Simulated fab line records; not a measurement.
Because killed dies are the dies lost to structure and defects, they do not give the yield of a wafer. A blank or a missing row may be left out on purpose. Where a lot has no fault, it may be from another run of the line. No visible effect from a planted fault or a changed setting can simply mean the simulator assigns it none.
Comparing a struck lot with a sound one    flow nand harc    14 out of 1302 route steps
Sound: wafers L499.1, L499.4, L499.5. Struck: wafer L510.3. The cause comes at the end.
For every step that has rows: the tool of each side, followed by ch and its chambers, followed by its first start. Under that, the readings that differ: sound wafers    struck wafers    difference of the means    sigmas: that difference in standard deviations of wafers without a fault.
alike: same words and numbers on both sides, and readings whose means sit less than 2 such deviations apart. not compared: any withheld reading, any reading some wafer has no value for, any bound like >300 that may hide the same value, and any number with overlapping values for which the record gives no deviation.
Wherever a step has rows on one side only, a row that says differs or no value, or a row with sigmas, the two part there. Numbers that have no deviation but don't overlap get no sigmas and don't part them. A reading that every wafer of one side lacks parts them only if that side has two wafers or more.

first, 2 steps without rows for these wafers: NHARC_A_DECK1_JOINT_ANNEAL_28 (time 1800 s); NHARC_A_DECK1_JOINT_ANNEAL_29 (time 1800 s).
NHARC_A_DECK1_JOINT_CMP_02: polishes SiOx.
  sound on cmp-02 ch 1,2,3, day 13 13:29; struck on cmp-02 ch 3, day 18 16:22
reading             sound              struck  difference  sigmas
slurry flow ml min  149.9 149.8 149.7  150.8   +1.0        +2
  alike: edge zone pressure frac, motor current A
  not compared: pad life wafers
next, for these wafers, 1 step has no rows: NHARC_A_DECK1_JOINT_SRD_15.
NHARC_A_DECK1_JOINT_DEP_16: deposits SiO2, target thk 45 nm.
  sound on pecvd-03 ch 0,1,2, day 13 13:56; struck on pecvd-02 ch 0, day 18 16:42
reading                 sound           struck  difference  sigmas
throttle valve pct (%)  15.6 15.4 16.3  14.7    -1.1        -2
  alike: heater power w, mfc precursor sccm
NHARC_A_DECK1_JOINT_THK_MEAS_17: measures by ellipsometry.
  sound on film metro-01, day 13 14:10; struck on film metro-01, day 18 16:59
  alike: thk nm
NHARC_A_DECK1_JOINT_INSPECT_05:
  sound on defect inspect-02, day 13 14:12; struck on defect inspect-02, day 18 17:01
reading           sound        struck  difference  sigmas
raw defect count  355 303 293  699     +382        +4
following that, 1 step holds no rows for these wafers, namely NHARC_A_ONON_D2_DEP_00 (target thickness 1000 nm).
NHARC_A_ONON_D2_THK_MEAS_02: measures by ellipsometry.
  sound on film metro-02, day 13 14:46; struck on film metro-02, day 18 17:36
  alike: thk nm
following that, 1 step holds no rows for these wafers, namely NHARC_A_ONON_D2_DEP_03 (target thickness 1000 nm).
NHARC_A_ONON_D2_THK_MEAS_05: measures by ellipsometry.
  sound on film metro-01, day 13 15:28; struck on film metro-01, day 18 18:10
  alike: thk nm
NHARC_A_ONON_D2_DEP_06: target thk 1000 nm.
  sound on pecvd onon-03 ch 0, day 13 15:31; struck on pecvd onon-01 ch 0, day 18 18:20
NHARC_A_ONON_D2_THK_MEAS_08: measures by ellipsometry.
  sound on film metro-02, day 13 16:02; struck on film metro-01, day 18 18:54
reading      sound        struck  difference  sigmas
thk nm (nm)  992 991 991  1501    +510        +46
  not compared: hold
-- record jumps: 12 days between struck wafers' starts before vs after; left off in module A_ONON_D2, resumes in module END, first step shown is number 1302 of the route --
NHARC_END_SORT_01:
  sound on prober-02 ch 0, day 25 12:02; struck on prober-02 ch 0, day 30 06:55
reading          sound       struck                    difference                    sigmas
hold             - - -       await dispo/4.0h/release  no value on the sound wafers  
killed at array  101 77 102  675                       +582                          +29
killed dies      106 86 105  677                       +578                          +30
  alike: killed at other, killed at periphery, killed open, killed short

WHERE THEY PART
At NHARC_A_DECK1_JOINT_CMP_02 first; at NHARC_END_SORT_01 last (within this record only).

WHY: the cause the simulator had injected
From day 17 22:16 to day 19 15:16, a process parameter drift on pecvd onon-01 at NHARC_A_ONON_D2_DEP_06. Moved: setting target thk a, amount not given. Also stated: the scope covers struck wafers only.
